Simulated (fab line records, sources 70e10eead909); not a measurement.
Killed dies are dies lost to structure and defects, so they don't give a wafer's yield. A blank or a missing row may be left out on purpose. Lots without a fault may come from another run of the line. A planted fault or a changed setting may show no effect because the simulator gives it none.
Which tool did it? | flow nand_harc | 11 lots, 33 wafers sampled, at 5 steps of a route of 1302

WHAT THE GAUGES READ, wafer by wafer
NHARC_END_SORT_01.
lot  | measured     | on        | killed_at_array
L407 | day 24 08:58 | prober-02 | 21 22 18
L422 | day 30 21:39 | prober-01 | 77 94 83

WHICH TOOL RAN EACH LOT (tool, then ch and the chambers of the sampled wafers, then the start)
lot  | NHARC_A_CHANNEL_HOLE_D1_ETCH_22  | NHARC_A_CHANNEL_HOLE_D1_ETCH_24  | NHARC_A_CHANNEL_HOLE_D1_ETCH_26  | NHARC_A_CHANNEL_FILL_D1_ALD_03
L407 | har_etch-01 ch 0,1, day 8 14:00  | har_etch-01 ch 0,1, day 8 15:15  | har_etch-01 ch 0,1, day 8 18:29  | ald_sin_batch-03 ch 0, day 8 22:20
L409 | har_etch-02 ch 0,1, day 9 10:25  | har_etch-02 ch 0,1, day 9 11:44  | har_etch-02 ch 0,1, day 9 13:13  | ald_sin_batch-02 ch 0, day 9 18:46
L410 | har_etch-01 ch 0, day 9 19:55    | har_etch-01 ch 0, day 9 21:10    | har_etch-01 ch 0, day 9 22:48    | ald_sin_batch-01 ch 0, day 10 04:21
L411 | har_etch-01 ch 0,1, day 10 11:00 | har_etch-01 ch 0,1, day 10 12:20 | har_etch-01 ch 0,1, day 10 13:48 | ald_sin_batch-02 ch 0, day 10 19:26
L413 | har_etch-01 ch 0,1, day 11 04:48 | har_etch-01 ch 0,1, day 11 06:07 | har_etch-01 ch 0,1, day 11 07:35 | ald_sin_batch-02 ch 0, day 11 13:14
L414 | har_etch-01 ch 0,1, day 11 20:25 | har_etch-01 ch 0,1, day 11 21:41 | har_etch-01 ch 0,1, day 11 23:19 | ald_sin_batch-01 ch 0, day 12 04:52
L416 | har_etch-02 ch 0,1, day 12 12:07 | har_etch-02 ch 0,1, day 12 13:22 | har_etch-02 ch 0,1, day 12 15:01 | ald_sin_batch-03 ch 0, day 12 23:07
L421 | har_etch-01 ch 0,1, day 14 12:07 | har_etch-01 ch 0,1, day 14 13:28 | har_etch-01 ch 0,1, day 14 14:50 | ald_sin_batch-01 ch 0, day 14 20:26
L422 | har_etch-02 ch 0, day 14 12:46   | har_etch-02 ch 0, day 14 14:05   | har_etch-02 ch 0, day 14 15:38   | ald_sin_batch-01 ch 0, day 14 20:26
L420 | har_etch-01 ch 0,1, day 14 16:05 | har_etch-01 ch 0,1, day 14 17:22 | har_etch-01 ch 0,1, day 14 18:55 | ald_sin_batch-01 ch 0, day 15 00:37
L430 | har_etch-02 ch 0,1, day 18 00:53 | har_etch-02 ch 0,1, day 18 02:13 | har_etch-02 ch 0,1, day 18 03:41 | ald_sin_batch-03 ch 0, day 18 08:42
- NHARC_A_CHANNEL_HOLE_D1_ETCH_22: etches the open film in C4F8/O2/Ar, time 666.7 s, target depth 1600 nm.
- NHARC_A_CHANNEL_HOLE_D1_ETCH_24: etches the open film in C4F8/O2/Ar, time 906.2 s, target depth 1500 nm.
- NHARC_A_CHANNEL_HOLE_D1_ETCH_26: etches the open film in C4F8/O2/Ar, time 224.1 s, target depth 300 nm.
- NHARC_A_CHANNEL_FILL_D1_ALD_03: deposits SiNx, target thk 6 nm, pulse time 60 s, ald cycles 58.

THE ANSWER, worked out from the rows above alone
Rule: what is usual is taken from the lots themselves. Put in order of their means at a reading, lots are off if they are a third of the lots or fewer, leave a main group of 4 or more, and stand apart from it by a gap of 3 or more times the standard deviation of the main group's means; of several such gaps the widest counts. A main group whose means are all the same, to the digits that the tables above print for the reading, isn't used. A lot without any number at a reading at which 4 lots or more have one is off too. The other lots that the step has rows for count as sound.
No lot is off at any reading shown: from this, nothing can be told.

WHAT THE SIMULATOR HAD PUT IN
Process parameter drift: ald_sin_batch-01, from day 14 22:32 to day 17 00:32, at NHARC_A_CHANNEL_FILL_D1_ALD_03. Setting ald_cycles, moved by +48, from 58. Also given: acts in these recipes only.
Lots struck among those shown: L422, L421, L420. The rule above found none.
